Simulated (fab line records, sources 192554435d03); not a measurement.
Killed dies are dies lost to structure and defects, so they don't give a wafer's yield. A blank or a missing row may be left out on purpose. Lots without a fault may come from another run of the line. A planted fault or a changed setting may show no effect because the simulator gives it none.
fab line records | flow n5_finfet
record lots=11 wafers=31 last_day=18
route steps=1938 shown BEOL_M1@823 BEOL_M2@841 BEOL_M4@1111 PASSIVATION@1936
lots that met no fault: from a run of the same line without faults
start_h: hours from the record's first day to the start of the lot's first wafer shown | wait_h: hours since the lot's step before | " the same as in the row above | L1.1+2: a row that stands for several wafers | - no value, or no start given | * or withheld: withheld | < > ~ a bound
route shown NAME@n: a module of which the file shows steps, and the number in the route of the first | usual: mean/standard deviation of fault-free wafers | same: alike in all rows | chamber/n: place in a boat | sites: the reading at each site | _std_site: their standard deviation | _edge_site: outer sites' mean less inner sites' | radius_mm: how far each site lies from the wafer's centre | mask NAME#n: copy n | behind: the tool/chamber that last shaped the wafer | hold: why the lot was held/for how many hours/how that ended | device: the transistor (n, p or np) that didn't switch | end of line: the same wafers' tests at the end of the route | a step without rows: its recipe alone | killed: dies lost to structure and defects at the first sort, not the wafer's yield | map: a wafer's dies, x killed, . not, _ none there
set.NAME: the setting as run; set.NAME@STEP: as run at that earlier step | model.NAME: the simulator's own value behind a step, which no gauge read
steps of the route over a sample of lots; a table a step, a row a wafer
services: from which hour (start_h, from the record's first day; less than 0 if before it) a tool's chamber was out of use, for how many hours, and why
## steps
# step N5_BEOL_M1_ANNEAL_89
# recipe temp_c=400 time_s=240 ambient=vacuum
# usual heater_power_w=903/64 susceptor_temp_C_max=400.9/0.44
# columns lot.wafer tool chamber start_h wait_h heater_power_w susceptor_temp_C_max
L244.2 pvd_sputter-01 - 146.09 0.0 936 401.4
L244.5 " - " " 854 400.8
L244.6 " - " " 971 401.2
L245.1 pvd_sputter-01 - 149.77 0.0 987 401.6
L245.6 " - " " 1017 401.5
L248.3 pvd_sputter-01 - 175.34 0.0 1048 400.7
L248.4 " - " " 992 401.3
L248.5 " - " " 925 401.6
L251.2 pvd_sputter-02 - 191.72 0.0 883 401.2
L251.3 " - " " 840 400.4
L251.4 " - " " 829 400.5
L255.3 pvd_sputter-02 - 224.28 0.0 865 400.9
L255.4 " - " " 881 400.4
L255.5 " - " " 852 401.6
L258.1 pvd_sputter-03 - 237.06 0.0 988 400.7
L258.2 " - " " 827 400.6
L258.3 " - " " 866 401.2
L259.1 pvd_sputter-03 - 240.45 0.0 837 400.7
L259.6 " - " " 916 401.0
L260.1 pvd_sputter-03 - 251.08 0.0 986 400.7
L260.4 " - " " 863 401.3
L260.6 " - " " 962 400.3
L262.1 pvd_sputter-02 - 258.50 0.0 876 401.5
L262.2 " - " " 804 401.0
L262.5 " - " " 839 400.5
L263.1 pvd_sputter-02 - 262.90 0.0 829 400.4
L263.2 " - " " 873 401.0
L263.5 " - " " 870 401.1
L265.1 pvd_sputter-03 - 271.10 0.0 963 400.5
L265.3 " - " " 918 401.4
L265.5 " - " " 887 401.3
# step N5_BEOL_M1_SPUTTER_90
# recipe material=Cu target_thk_a=45 temp_c=-20 chamber_pressure_pa=0.07 power_w=withheld time_s=8.29
# usual substrate_temp_c=-19.98/0.099 throttle_valve_pct=29.7/1
# columns lot.wafer tool chamber start_h wait_h substrate_temp_c throttle_valve_pct
L244.2 pvd_sputter-01 - 146.23 0.1 -19.82 27.7
L244.5 " - " " -20.03 31.2
L244.6 " - " " -20.00 30.6
L245.1 pvd_sputter-01 - 149.91 0.1 -20.01 30.9
L245.6 " - " " -19.88 31.1
L248.3 pvd_sputter-01 - 175.48 0.1 -20.02 29.0
L248.4 " - " " -20.03 30.7
L248.5 " - " " -20.03 27.6
L251.2 pvd_sputter-02 - 191.86 0.1 -19.87 28.7
L251.3 " - " " -20.10 30.5
L251.4 " - " " -19.87 29.5
L255.3 pvd_sputter-02 - 224.42 0.1 -19.92 28.7
L255.4 " - " " -20.01 30.4
L255.5 " - " " -19.91 28.6
L258.1 pvd_sputter-03 - 237.20 0.1 -19.97 29.9
L258.2 " - " " -19.93 29.9
L258.3 " - " " -19.79 30.7
L259.1 pvd_sputter-03 - 240.59 0.1 -20.19 30.3
L259.6 " - " " -19.97 28.7
L260.1 pvd_sputter-03 - 251.22 0.1 -19.80 30.0
L260.4 " - " " -20.10 30.8
L260.6 " - " " -19.90 29.8
L262.1 pvd_sputter-02 - 258.64 0.1 -19.99 28.7
L262.2 " - " " -19.95 29.1
L262.5 " - " " -20.01 28.9
L263.1 pvd_sputter-02 - 263.04 0.1 -19.91 29.8
L263.2 " - " " -19.88 28.6
L263.5 " - " " -20.05 28.7
L265.1 pvd_sputter-03 - 271.24 0.1 -19.87 29.7
L265.3 " - " " -19.88 28.7
L265.5 " - " " -19.97 30.9
# step N5_BEOL_M1_SPUTTER_96
# recipe material=Cu target_thk_a=45 temp_c=-20 chamber_pressure_pa=0.07 power_w=withheld time_s=8.29
# usual substrate_temp_c=-20.02/0.1 throttle_valve_pct=29.6/1
# columns lot.wafer tool chamber start_h wait_h substrate_temp_c throttle_valve_pct
L244.2 pvd_sputter-01 - 146.89 0.1 -19.98 27.6
L244.5 " - " " -20.03 31.4
L244.6 " - " " -20.17 30.6
L245.1 pvd_sputter-01 - 150.57 0.1 -20.01 30.9
L245.6 " - " " -19.85 30.8
L248.3 pvd_sputter-01 - 176.14 0.1 -20.19 29.4
L248.4 " - " " -19.87 30.9
L248.5 " - " " -20.07 27.9
L251.2 pvd_sputter-02 - 192.52 0.1 -20.01 28.5
L251.3 " - " " -19.88 30.5
L251.4 " - " " -19.96 29.8
L255.3 pvd_sputter-02 - 225.08 0.1 -19.84 28.6
L255.4 " - " " -20.21 30.6
L255.5 " - " " -19.97 28.7
L258.1 pvd_sputter-03 - 237.86 0.1 -20.07 29.5
L258.2 " - " " -19.97 29.7
L258.3 " - " " -20.05 31.1
L259.1 pvd_sputter-03 - 241.25 0.1 -19.99 30.0
L259.6 " - " " -20.05 28.5
L260.1 pvd_sputter-03 - 251.88 0.1 -20.11 29.8
L260.4 " - " " -20.15 30.7
L260.6 " - " " -20.04 29.8
L262.1 pvd_sputter-02 - 259.30 0.1 -19.95 28.7
L262.2 " - " " -19.88 28.8
L262.5 " - " " -19.86 28.7
L263.1 pvd_sputter-02 - 263.70 0.1 -20.04 29.5
L263.2 " - " " -20.23 28.7
L263.5 " - " " -20.07 28.6
L265.1 pvd_sputter-03 - 271.90 0.1 -20.00 29.9
L265.3 " - " " -19.96 28.7
L265.5 " - " " -20.00 31.0
# step N5_BEOL_M2_ILD_DEP_00
# recipe material=SiOC target_thk_a=790 temp_c=350 precursor=DEMS/O2 pressure_torr=5 rf_w=500 time_s=15.3
# usual heater_power_w=467/82 showerhead_plenum_p_Torr=5.692/0.012 throttle_valve_pct=11.8/0.61
# columns lot.wafer tool chamber start_h wait_h heater_power_w showerhead_plenum_p_Torr throttle_valve_pct
L244.2 pecvd-04 2 148.27 0.0 560 5.673 11.7
L244.5 " 2 " " 450 5.689 11.5
L244.6 " 1 " " 395 5.694 11.9
L245.1 pecvd-04 2 151.75 0.0 483 5.661 11.7
L245.6 " 0 " " 457 5.715 11.7
L248.3 pecvd-03 2 177.26 0.0 485 5.680 10.5
L248.4 " 1 " " 433 5.670 12.9
L248.5 " 0 " " 513 5.712 11.8
L251.2 pecvd-04 1 193.64 0.0 466 5.671 11.9
L251.3 " 0 " " 446 5.696 12.1
L251.4 " 2 " " 558 5.684 11.7
L251.2 pecvd-04 1 193.87 0.2 454 5.649 11.9
L251.3 " 0 " " 445 5.697 11.5
L251.4 " 2 " " 550 5.666 11.8
L255.3 pecvd-01 0 226.56 0.0 410 5.697 11.4
L255.4 " 2 " " 391 5.683 11.5
L255.5 " 0 " " 418 5.706 11.2
L255.3 pecvd-01 0 226.80 0.2 409 5.689 11.3
L255.4 " 2 " " 400 5.686 11.6
L255.5 " 0 " " 424 5.696 11.5
L258.1 pecvd-01 0 239.22 0.0 432 5.709 11.4
L258.2 " 1 " " 594 5.686 12.7
L258.3 " 2 " " 362 5.698 11.8
L258.1 pecvd-01 0 239.45 0.2 441 5.694 11.5
L258.2 " 1 " " 619 5.698 12.5
L258.3 " 2 " " 351 5.697 11.8
L259.1 pecvd-01 2 242.51 0.0 388 5.700 12.0
L259.6 " 1 " " 667 5.670 12.7
L260.1 pecvd-04 1 252.99 0.0 438 5.678 12.0
L260.4 " 2 " " 471 5.678 11.7
L260.6 " 1 " " 428 5.674 11.7
L262.1 pecvd-04 0 260.61 0.0 468 5.694 11.9
L262.2 " 2 " " 534 5.694 12.3
L262.5 " 0 " " 483 5.693 11.7
L263.1 pecvd-03 2 265.57 0.0 479 5.675 10.4
L263.2 " 0 " " 536 5.690 12.0
L263.5 " 1 " " 451 5.674 12.9
L265.1 pecvd-03 0 273.01 0.0 431 5.706 12.1
L265.3 " 2 " " 441 5.681 10.8
L265.5 " 1 " " 408 5.684 12.7
# step N5_BEOL_M2_THK_MEAS_01
# recipe reads=SiOC_of_BEOL_M2_ILD_DEP_00
# usual M2_ILD_THK=79.0/1
# columns lot.wafer tool chamber start_h wait_h M2_ILD_THK[nm]
L244.2 film_metro-01 - 148.34 0.1 78.0
L244.5 " - " " 78.8
L244.6 " - " " 79.3
L245.1 film_metro-01 - 151.82 0.0 77.9
L245.6 " - " " 80.1
L248.3 film_metro-01 - 177.33 0.1 78.1
L248.4 " - " " 79.3
L248.5 " - " " 80.0
L251.2 film_metro-01 - 193.94 0.1 155.9
L251.3 " - " " 158.2
L251.4 " - " " 156.9
L255.3 film_metro-01 - 226.87 0.1 156.7
L255.4 " - " " 159.1
L255.5 " - " " 159.0
L258.1 film_metro-02 - 239.52 0.0 155.9
L258.2 " - " " 156.7
L258.3 " - " " 156.7
L259.1 film_metro-01 - 242.57 0.0 77.1
L259.6 " - " " 79.0
L260.1 film_metro-01 - 253.07 0.1 77.5
L260.4 " - " " 79.5
L260.6 " - " " 78.8
L262.1 film_metro-01 - 260.67 0.0 78.9
L262.2 " - " " 77.2
L262.5 " - " " 79.4
L263.1 film_metro-02 - 265.64 0.0 78.2
L263.2 " - " " 77.7
L263.5 " - " " 79.3
L265.1 film_metro-01 - 273.08 0.0 78.1
L265.3 " - " " 78.0
L265.5 " - " " 80.3
# step N5_BEOL_M4_RC_MEAS_101
# usual DIBL_N=35.3/2.5 DIBL_P=35/3.3 IOFF_N=0.15/0.049 IOFF_P=0.20/0.056 ION_N=673/16 ION_P=462/10 SS_N=71.2/0.85 SS_P=73.0/0.97 VT_N=252/4.9 VT_P=-251/5
# columns lot.wafer tool chamber start_h wait_h DIBL_N[mV/V] DIBL_P[mV/V] IOFF_N[nA/um] IOFF_P[nA/um] ION_N[uA/um] ION_P[uA/um] SS_N[mV/dec] SS_P[mV/dec] VT_N[mV] VT_P[mV]
L244.2 prober-02 0 195.20 0.2 40.5 41 0.25 0.29 710 483 72.2 74.0 244 -246
L244.5 " 0 " " 36.0 35 0.13 0.17 677 464 70.9 73.0 252 -254
L244.6 " 0 " " 39.7 40 0.21 0.25 681 463 72.3 73.7 248 -248
L245.1 prober-01 0 197.92 0.0 38.6 41 0.24 0.30 708 481 72.3 75.0 242 -244
L245.6 " 0 " " 39.0 41 0.24 0.32 709 490 73.0 75.2 245 -243
L248.3 prober-01 0 219.50 0.3 33.9 34 0.13 0.19 668 462 70.8 72.4 252 -251
L248.4 " 0 " " 39.9 41 0.23 0.32 698 479 72.1 74.7 244 -244
L248.5 " 0 " " 42.3 44 0.33 0.39 712 481 73.3 75.4 240 -241
L259.1 prober-01 0 287.75 0.4 32.1 33 0.11 0.16 663 462 70.3 71.7 254 -254
L259.6 " 0 " " 31.2 32 0.11 0.15 668 460 70.5 71.4 255 -253
L262.1 prober-02 0 292.19 0.0 33.8 33 0.11 0.15 667 458 70.2 71.5 254 -256
L262.2 " 0 " " 34.3 34 0.11 0.15 678 467 70.8 71.8 258 -253
L262.5 " 0 " " 33.3 32 0.11 0.14 684 468 69.6 71.5 256 -257
L260.1 prober-01 0 292.35 0.0 34.7 35 0.12 0.18 676 471 70.4 72.4 255 -254
L260.4 " 0 " " 35.7 36 0.15 0.20 675 468 71.0 72.7 252 -253
L260.6 " 0 " " 31.3 31 0.09 0.13 652 453 69.6 72.6 257 -257
L263.1 prober-02 0 312.37 0.0 31.1 28 0.07 0.10 644 447 69.2 71.7 262 -261
L263.2 " 0 " " 34.4 30 0.10 0.12 640 434 70.3 71.8 260 -260
L263.5 " 0 " " 34.5 32 0.11 0.13 672 461 70.5 72.5 254 -258
L265.1 prober-02 0 318.45 0.0 32.9 31 0.09 0.13 648 451 71.3 72.7 257 -261
L265.3 " 0 " " 37.2 36 0.14 0.18 654 448 71.5 73.9 253 -254
L265.5 " 0 " " 37.3 35 0.14 0.17 656 445 72.3 73.9 256 -256
# step N5_PASSIVATION_PROBE_49
# usual defect_limited_yield=91.3/1.4 killed_at_M0_to_M3=33/9.9 killed_at_M4_up=15/5.6 killed_at_contacts=13/5.7 killed_at_front_end=38/12 killed_at_other=4/3.1 killed_dies=103/17 killed_on_rim=13/4 killed_open=66/13 killed_short=32/7.8 sort_bin_4_leakage=0.02/0.16 sort_bin_5_function=5.1/0.95 sort_bin_6_memory=3.2/0.68 sort_bin_8_speed=0.02/0.22 sort_n_pass=1077/17 sort_yield_pct=91.3/1.5
# same gross_dies=1180 killed_at_back_side=0
# columns lot.wafer tool chamber start_h wait_h defect_limited_yield[%] killed_at_M0_to_M3 killed_at_M4_up killed_at_contacts killed_at_front_end killed_at_other killed_dies killed_on_rim killed_open killed_short sort_bin_4_leakage[%] sort_bin_5_function[%] sort_bin_6_memory[%] sort_bin_8_speed[%] sort_n_pass sort_yield_pct[%]
L244.2 prober-02 - 299.49 0.1 88.9 50 18 13 47 3 131 13 83 45 0 7.8 3.1 0 1049 88.9
L244.5 prober-02 - 299.64 0.2 92.1 49 15 8 17 4 93 10 57 32 0 4.6 3.1 0 1087 92.1
L244.6 prober-02 - 299.69 0.3 90.5 56 5 13 35 3 112 17 71 37 0 6.0 3.0 0 1068 90.5
L245.1 prober-01 - 302.87 0.0 92.6 23 21 10 28 5 87 10 51 32 0 5.0 1.9 0 1093 92.6
L245.6 prober-01 - 303.12 0.3 90.2 32 32 9 38 5 116 18 71 42 0 5.8 3.6 0 1064 90.2
L248.3 prober-02 - 321.27 0.1 90.9 28 15 11 50 3 107 15 62 39 0 5.3 2.8 0 1073 90.9
L248.4 prober-02 - 321.32 0.2 90.9 26 20 20 40 1 107 20 70 29 0 6.3 2.5 0 1073 90.9
L248.5 prober-02 - 321.37 0.2 90.9 29 14 23 39 2 107 13 69 35 1.27 5.7 3.1 0 1058 89.7
L251.2 prober-01 - 340.37 0.1 0 1132 11 10 27 0 1180 152 59 26 0 97.2 2.8 0 0 0
L251.3 prober-01 - 340.42 0.1 0 1115 16 11 32 6 1180 152 61 48 0 95.6 3.7 0 0 0
L251.4 prober-01 - 340.47 0.2 0 1112 17 13 38 0 1180 152 68 41 0 96.1 3.6 0 0 0
L255.3 prober-02 - 371.69 0.1 0 1098 6 21 54 1 1180 152 80 27 0 96.1 3.6 0 0 0
L255.4 prober-02 - 371.74 0.2 0 1104 12 10 53 1 1180 152 77 41 0 96.4 3.4 0 0 0
L255.5 prober-02 - 371.79 0.2 0 1099 11 20 48 2 1180 152 73 32 0 96.4 3.0 0 0 0
L258.1 prober-01 - 379.81 0.0 0 1105 25 5 41 4 1180 152 88 33 0 94.6 5.1 0 0 0
L258.2 prober-01 - 379.86 0.1 0 1108 16 4 50 2 1180 152 71 35 0 96.7 3.2 0 0 0
L258.3 prober-01 - 379.91 0.1 0 1107 16 9 47 1 1180 152 70 29 0 96.1 3.6 0 0 0
L259.1 prober-01 - 389.04 0.0 89.2 41 30 13 37 7 128 14 89 31 0 6.5 3.6 0 1052 89.2
L259.6 prober-01 - 389.29 0.3 91.2 34 19 7 31 13 104 12 58 34 0 5.8 2.7 0 1076 91.2
L260.1 prober-01 - 396.70 0.0 91.0 36 10 12 43 5 106 15 65 37 0 5.1 3.4 0 1074 91.0
L260.4 prober-01 - 396.85 0.2 91.8 24 14 13 37 9 97 9 59 37 0 4.3 3.4 0 1083 91.8
L260.6 prober-01 - 396.95 0.3 92.2 23 13 12 36 8 92 10 59 29 0 4.2 3.2 0 1088 92.2
L262.1 prober-02 - 399.95 0.0 92.8 14 11 5 50 5 85 5 42 31 0 3.6 2.9 0 1095 92.8
L262.2 prober-02 - 400.00 0.1 90.4 37 18 16 38 4 113 12 62 46 0 5.4 3.9 0 1067 90.4
L262.5 prober-02 - 400.15 0.2 91.9 25 13 18 33 6 95 12 61 30 0 4.7 3.0 0 1085 91.9
L263.1 prober-01 - 419.00 0.0 89.9 38 18 14 41 8 119 16 85 32 0 5.7 4.2 0.08 1060 89.8
L263.2 prober-01 - 419.05 0.1 92.4 19 8 8 46 9 90 16 57 27 0 4.7 2.8 2.63 1059 89.7
L263.5 prober-01 - 419.20 0.2 93.6 19 8 8 34 6 75 11 56 18 0 3.4 2.9 0 1105 93.6
L265.1 prober-02 - 432.52 0.0 93.1 15 18 10 38 0 81 9 52 22 0 4.7 1.9 0 1099 93.1
L265.3 prober-02 - 432.62 0.1 91.5 38 15 7 37 3 100 11 61 34 0 5.3 2.9 0 1080 91.5
L265.5 prober-02 - 432.72 0.2 90.1 26 17 18 53 3 117 15 67 44 0 6.0 3.7 0 1063 90.1
# killed by level:class
L244.2 BEOL_M2:geometric_particle:open=13 STI_FIN_REVEAL:geometric_particle:open=11 BEOL_M1:geometric_particle:open=10 MOL_CONTACT_COAG:geometric_particle:open=8 BEOL_M0_SAQP:geometric_particle:short=8 FIN_SAQP:geometric_particle:open=6 FIN_SAQP:geometric_particle:short=6 MOL_CONTACT_COAG:geometric_particle:short=5
L244.5 BEOL_M0_SAQP:geometric_particle:short=13 BEOL_M2:geometric_particle:open=12 BEOL_M0_SAQP:geometric_particle:open=7 MOL_CONTACT_COAG:geometric_particle:open=5 BEOL_M3:geometric_particle:open=5 BEOL_M4:geometric_particle:open=4 FIN_SAQP:geometric_particle:open=3 STI_FIN_REVEAL:geometric_particle:open=3
L244.6 BEOL_M0_SAQP:geometric_particle:open=19 BEOL_M0_SAQP:geometric_particle:short=12 MOL_CONTACT_COAG:geometric_particle:open=11 BEOL_M2:geometric_particle:open=10 STI_FIN_REVEAL:geometric_particle:open=6 BEOL_M1:geometric_particle:open=5 BEOL_M3:geometric_particle:open=5 FIN_SAQP:geometric_particle:short=4
L245.1 FIN_SAQP:geometric_particle:short=9 MOL_CONTACT_COAG:geometric_particle:open=7 BEOL_M0_SAQP:geometric_particle:short=6 BEOL_M1:geometric_particle:open=6 BEOL_M4:geometric_particle:short=6 BEOL_M4:geometric_particle:open=6 DUMMY_GATE:geometric_particle:open=5 BEOL_M0_SAQP:geometric_particle:open=5
L245.6 BEOL_M4:geometric_particle:open=14 FIN_SAQP:geometric_particle:short=10 FIN_SAQP:geometric_particle:open=9 BEOL_M1:geometric_particle:open=8 BEOL_M4:geometric_particle:short=8 BEOL_M0_SAQP:geometric_particle:open=7 BEOL_M0_SAQP:geometric_particle:short=7 MOL_CONTACT_COAG:geometric_particle:open=6
L248.3 FIN_SAQP:geometric_particle:short=11 STI_FIN_REVEAL:geometric_particle:open=10 MOL_CONTACT_COAG:geometric_particle:open=9 GATE_CUT:geometric_particle:short=6 BEOL_M5:geometric_particle:open=6 BEOL_M1:geometric_particle:open=6 HKMG_FIN:area_etch=6 BEOL_M0_SAQP:geometric_particle:open=5
L248.4 FIN_SAQP:geometric_particle:open=16 MOL_CONTACT_COAG:geometric_particle:open=15 BEOL_M0_SAQP:geometric_particle:short=7 BEOL_M0_SAQP:geometric_particle:open=7 BEOL_M4:geometric_particle:open=6 STARTING-WAFER:geometric_particle:open=4 FIN_SAQP:geometric_particle:short=4 STI_FIN_REVEAL:geometric_particle:open=4
L248.5 MOL_CONTACT_COAG:geometric_particle:open=18 FIN_SAQP:geometric_particle:open=9 BEOL_M2:geometric_particle:open=8 FIN_SAQP:geometric_particle:short=7 BEOL_M1:geometric_particle:open=7 GATE_CUT:geometric_particle:open=6 BEOL_M0_SAQP:geometric_particle:short=6 BEOL_M4:geometric_particle:open=5
L251.2 BEOL_M2:area_dep=1095 MOL_CONTACT_COAG:geometric_particle:open=9 BEOL_M2:geometric_particle:open=8 BEOL_M0:geometric_particle:open=7 BEOL_M4:geometric_particle:open=7 STI_FIN_REVEAL:geometric_particle:open=6 FIN_SAQP:geometric_particle:short=5 BEOL_M0:geometric_particle:short=5
L251.3 BEOL_M2:area_dep=1069 BEOL_M3:geometric_particle:open=10 FIN_SAQP:geometric_particle:short=9 MOL_CONTACT_COAG:geometric_particle:open=8 BEOL_M2:geometric_particle:open=8 BEOL_M0_SAQP:geometric_particle:short=7 BEOL_M2:geometric_particle:short=7 STI_FIN_REVEAL:geometric_particle:open=6
L251.4 BEOL_M2:area_dep=1066 FIN_SAQP:geometric_particle:short=19 BEOL_M0_SAQP:geometric_particle:open=11 BEOL_M4:geometric_particle:open=10 BEOL_M0_SAQP:geometric_particle:short=9 FIN_SAQP:geometric_particle:open=8 MOL_CONTACT_COAG:geometric_particle:open=8 BEOL_M2:geometric_particle:open=6
L255.3 BEOL_M2:area_dep=1073 STI_FIN_REVEAL:geometric_particle:open=17 FIN_SAQP:geometric_particle:open=16 MOL_CONTACT_COAG:geometric_particle:open=16 BEOL_M0_SAQP:geometric_particle:short=7 BEOL_M2:geometric_particle:open=6 MOL_CONTACT_COAG:geometric_particle:short=5 BEOL_M0_SAQP:geometric_particle:open=4
L255.4 BEOL_M2:area_dep=1062 BEOL_M1:geometric_particle:open=14 BEOL_M0_SAQP:geometric_particle:short=13 MOL_CONTACT_COAG:geometric_particle:open=10 FIN_SAQP:geometric_particle:open=7 STI_FIN_REVEAL:geometric_particle:open=7 ILD0:geometric_particle:open=7 GATE_CUT:geometric_particle:short=7
L255.5 BEOL_M2:area_dep=1075 STI_FIN_REVEAL:geometric_particle:open=15 MOL_CONTACT_COAG:geometric_particle:open=15 FIN_SAQP:geometric_particle:open=10 BEOL_M0_SAQP:geometric_particle:open=8 FIN_SAQP:geometric_particle:short=7 BEOL_M0_SAQP:geometric_particle:short=7 STARTING-WAFER:geometric_particle:short=6
L258.1 BEOL_M2:area_dep=1058 BEOL_M2:geometric_particle:open=15 BEOL_M4:geometric_particle:open=11 STI_FIN_REVEAL:geometric_particle:open=10 BEOL_M0:geometric_particle:open=10 BEOL_M0_SAQP:geometric_particle:open=8 FIN_SAQP:geometric_particle:short=7 BEOL_M5:geometric_particle:open=6
L258.2 BEOL_M2:area_dep=1074 STI_FIN_REVEAL:geometric_particle:open=21 BEOL_M4:geometric_particle:open=10 DUMMY_GATE:geometric_particle:open=9 BEOL_M2:geometric_particle:open=7 BEOL_M1:geometric_particle:short=6 BEOL_M1:geometric_particle:open=6 STARTING-WAFER:geometric_particle:short=6
L258.3 BEOL_M2:area_dep=1077 BEOL_M2:geometric_particle:open=19 STI_FIN_REVEAL:geometric_particle:open=9 GATE_CUT:geometric_particle:open=7 MOL_CONTACT_COAG:geometric_particle:open=7 BEOL_M4:geometric_particle:open=7 GATE_CUT:geometric_particle:short=5 FIN_SAQP:geometric_particle:short=4
L259.1 BEOL_M4:geometric_particle:open=20 MOL_CONTACT_COAG:geometric_particle:open=12 STI_FIN_REVEAL:geometric_particle:open=11 BEOL_M0_SAQP:geometric_particle:short=9 BEOL_M0_SAQP:geometric_particle:open=8 BEOL_M3:geometric_particle:open=8 HKMG_FIN:area_etch=5 FIN_SAQP:geometric_particle:open=4
L259.6 BEOL_M4:geometric_particle:open=12 PASSIVATION:area_etch=9 BEOL_M0_SAQP:geometric_particle:open=8 FIN_SAQP:geometric_particle:open=6 BEOL_M3:geometric_particle:open=6 MOL_CONTACT_COAG:geometric_particle:open=5 STI_FIN_REVEAL:geometric_particle:open=4 BEOL_M0_SAQP:geometric_particle:short=4
L260.1 STI_FIN_REVEAL:geometric_particle:open=11 MOL_CONTACT_COAG:geometric_particle:open=10 FIN_SAQP:geometric_particle:short=8 BEOL_M2:geometric_particle:open=8 BEOL_M3:geometric_particle:open=6 BEOL_M0_SAQP:geometric_particle:open=5 GATE_CUT:geometric_particle:short=5 BEOL_M1:geometric_particle:open=5
L260.4 MOL_CONTACT_COAG:geometric_particle:open=12 BEOL_M3:geometric_particle:open=8 FIN_SAQP:geometric_particle:short=6 BEOL_M0_SAQP:geometric_particle:short=6 FIN_SAQP:geometric_particle:open=5 STI_FIN_REVEAL:geometric_particle:open=4 DUMMY_GATE:geometric_particle:open=4 GATE_CUT:geometric_particle:short=4
L260.6 FIN_SAQP:geometric_particle:open=11 MOL_CONTACT_COAG:geometric_particle:open=9 STI_FIN_REVEAL:geometric_particle:open=5 BEOL_M0_SAQP:geometric_particle:short=5 BEOL_M4:geometric_particle:open=5 FIN_SAQP:geometric_particle:short=4 BEOL_M0_SAQP:geometric_particle:open=4 PAD_METAL:geometric_particle:open=4
L262.1 FIN_SAQP:geometric_particle:open=12 FIN_SAQP:geometric_particle:short=10 HKMG_FIN:area_etch=8 BEOL_M3:geometric_particle:open=6 MOL_CONTACT_COAG:geometric_particle:open=4 BEOL_M0_SAQP:geometric_particle:short=4 STARTING-WAFER:geometric_particle:short=4 DUMMY_GATE:geometric_particle:short=3
L262.2 MOL_CONTACT_COAG:geometric_particle:open=13 FIN_SAQP:geometric_particle:short=9 BEOL_M0_SAQP:geometric_particle:short=9 FIN_SAQP:geometric_particle:open=8 BEOL_M3:geometric_particle:open=8 GATE_CUT:geometric_particle:short=6 BEOL_M4:geometric_particle:open=6 BEOL_M0:geometric_particle:open=5
L262.5 MOL_CONTACT_COAG:geometric_particle:open=17 FIN_SAQP:geometric_particle:open=11 BEOL_M3:geometric_particle:open=9 GATE_CUT:geometric_particle:short=6 BEOL_M0_SAQP:geometric_particle:short=6 BEOL_M5:geometric_particle:open=6 FIN_SAQP:geometric_particle:short=5 STARTING-WAFER:geometric_particle:open=3
L263.1 STI_FIN_REVEAL:geometric_particle:open=13 BEOL_M3:geometric_particle:open=12 MOL_CONTACT_COAG:geometric_particle:open=10 BEOL_M2:geometric_particle:open=9 BEOL_M3:geometric_particle:short=6 BEOL_M4:geometric_particle:open=6 DUMMY_GATE:geometric_particle:open=5 BEOL_M0_SAQP:geometric_particle:open=5
L263.2 STI_FIN_REVEAL:geometric_particle:open=13 FIN_SAQP:geometric_particle:open=7 MOL_CONTACT_COAG:geometric_particle:open=7 GATE_CUT:geometric_particle:short=4 BEOL_M2:geometric_particle:open=4 FIN_SAQP:geometric_particle:short=3 BEOL_M4:geometric_particle:open=3 ILD0:geometric_particle:short=3
L263.5 STI_FIN_REVEAL:geometric_particle:open=14 MOL_CONTACT_COAG:geometric_particle:open=7 FIN_SAQP:geometric_particle:open=4 DUMMY_GATE:geometric_particle:open=4 BEOL_M0_SAQP:geometric_particle:open=4 BEOL_M1:geometric_particle:open=4 BEOL_M3:geometric_particle:open=3 BEOL_M4:geometric_particle:open=3
L265.1 FIN_SAQP:geometric_particle:open=12 BEOL_M0_SAQP:geometric_particle:open=7 BEOL_M4:geometric_particle:open=7 MOL_CONTACT_COAG:geometric_particle:open=6 BEOL_M5:geometric_particle:open=6 FIN_SAQP:geometric_particle:short=5 STI_FIN_REVEAL:geometric_particle:open=5 DUMMY_GATE:geometric_particle:open=5
L265.3 BEOL_M0_SAQP:geometric_particle:open=12 BEOL_M0_SAQP:geometric_particle:short=9 FIN_SAQP:geometric_particle:short=8 STI_FIN_REVEAL:geometric_particle:open=7 MOL_CONTACT_COAG:geometric_particle:open=7 DUMMY_GATE:geometric_particle:open=6 BEOL_M1:geometric_particle:open=6 FIN_SAQP:geometric_particle:open=5
L265.5 FIN_SAQP:geometric_particle:open=15 FIN_SAQP:geometric_particle:short=11 MOL_CONTACT_COAG:geometric_particle:open=10 STI_FIN_REVEAL:geometric_particle:open=8 BEOL_M0:geometric_particle:open=8 MOL_CONTACT_COAG:geometric_particle:short=7 BEOL_M4:geometric_particle:short=6 STARTING-WAFER:geometric_particle:short=6
## services
# columns tool chamber start_h hours kind
pecvd-01 - 125.27 0.5 repair
pvd_sputter-02 - 134.32 7.9 repair
pecvd-03 1 139.51 3.6 repair
pvd_sputter-02 - 157.03 4.8 repair
pecvd-03 1 190.69 5.5 scheduled_down
pecvd-04 1 199.84 2.1 scheduled_down
pecvd-01 - 216.10 0.8 repair
pvd_sputter-03 - 216.20 4.0 repair
pecvd-04 0 262.33 5.5 scheduled_down
pecvd-01 2 263.32 2.1 scheduled_down
pecvd-04 - 270.79 3.2 repair
pecvd-01 2 272.76 7.5 repair
## key
first_sign step=N5_BEOL_M2_ILD_DEP_00 reading=visit direction=added
effect step=N5_BEOL_M2_THK_MEAS_01 reading=M2_ILD_THK direction=up sigmas=78 usual=79.0 struck=157.2
effect step=N5_PASSIVATION_PROBE_49 reading=killed_at_M0_to_M3 direction=up sigmas=99+ usual=33 struck=1109
more_kills_born_at N5_BEOL_M2_ILD_DEP_00@pecvd-01=6422 N5_BEOL_M2_ILD_DEP_00@pecvd-04=3230
met_at N5_BEOL_M2_ILD_DEP_00
struck_lots L251,L255,L258
later_rows_left_out L251.2,L251.3,L251.4,L255.3,L255.4,L255.5,L258.1,L258.2,L258.3
not_acting_at N5_BEOL_M1_ANNEAL_89,N5_BEOL_M1_SPUTTER_90,N5_BEOL_M1_SPUTTER_96
fault kind=repeated_step_whole tool=pecvd-01,pecvd-03,pecvd-04 chamber=- onset_h=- steps=N5_BEOL_M2_ILD_DEP_00 times=1 scope=struck_lots_only
# later_rows_left_out: the simulator's readings of these wafers behind a module that went badly wrong aren't trusted and aren't shown, but for the sort
